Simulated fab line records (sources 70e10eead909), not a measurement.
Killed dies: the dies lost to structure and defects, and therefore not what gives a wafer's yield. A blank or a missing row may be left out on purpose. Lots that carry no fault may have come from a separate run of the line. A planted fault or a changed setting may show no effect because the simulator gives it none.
Chamber matching :: flow nand_harc :: NHARC_A_STAIRCASE_DEP_322 on pecvd-04: 3 sister chambers
The step deposits SiO2, target thk 7200 nm. 6 wafers are shown with their chamber, then 10 later ones without.

== WAFERS PAIRED WITH THEIR CHAMBERS ==
wafer: L083.5
chamber: 0
heater_power_w (W): 703

wafer: L084.2
chamber: 1
heater_power_w (W): 670

wafer: L084.5
chamber: 2
heater_power_w (W): 737

wafer: L084.6
chamber: 0
heater_power_w (W): 704

wafer: L089.1
chamber: 1
heater_power_w (W): 612

wafer: L089.2
chamber: 2
heater_power_w (W): 937

== WAFERS WHOSE CHAMBER IS MISSING ==
wafer: L089.3
heater_power_w (W): 848

wafer: L092.1
heater_power_w (W): 627

wafer: L092.5
heater_power_w (W): 555

wafer: L092.6
heater_power_w (W): 748

wafer: L094.1
heater_power_w (W): 801

wafer: L094.2
heater_power_w (W): 785

wafer: L094.5
heater_power_w (W): 747

wafer: L095.1
heater_power_w (W): 888

wafer: L095.2
heater_power_w (W): 747

wafer: L095.5
heater_power_w (W): 716

== CHAMBER TAKEN BY EACH ==
wafer: L089.3
from the rows above: can't be placed: 2 or 0
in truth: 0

wafer: L092.1
from the rows above: can't be placed: 1 or 0
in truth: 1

wafer: L092.5
from the rows above: can't be placed: 1 or 0
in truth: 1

wafer: L092.6
from the rows above: can't be placed: 0 or 2 or 1
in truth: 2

wafer: L094.1
from the rows above: can't be placed: 2 or 0 or 1
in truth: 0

wafer: L094.2
from the rows above: can't be placed: 2 or 0 or 1
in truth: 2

wafer: L094.5
from the rows above: can't be placed: 0 or 2 or 1
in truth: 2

wafer: L095.1
from the rows above: can't be placed: 2 or 0
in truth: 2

wafer: L095.2
from the rows above: can't be placed: 0 or 2 or 1
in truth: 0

wafer: L095.5
from the rows above: can't be placed: 0 or 1 or 2
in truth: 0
Correct placement for 0 of the 10. Unplaceable from these rows: 10, with the true chamber sitting among the candidates in 10. Wrongly placed: 0.
How it was worked out, from the rows above alone: a wafer's distance from a chamber is the root of the sum, over the readings, of the square of ((its reading less the chamber's mean) divided by the reading's scatter). The wafer belongs to the nearest chamber; if the next one is less than 2 further off, it can't be placed. A chamber's mean is the mean of its shown wafers. The scatter: the root of (the sum of the squares of (reading less its chamber's mean) over the shown wafers, divided by (wafers less chambers)).
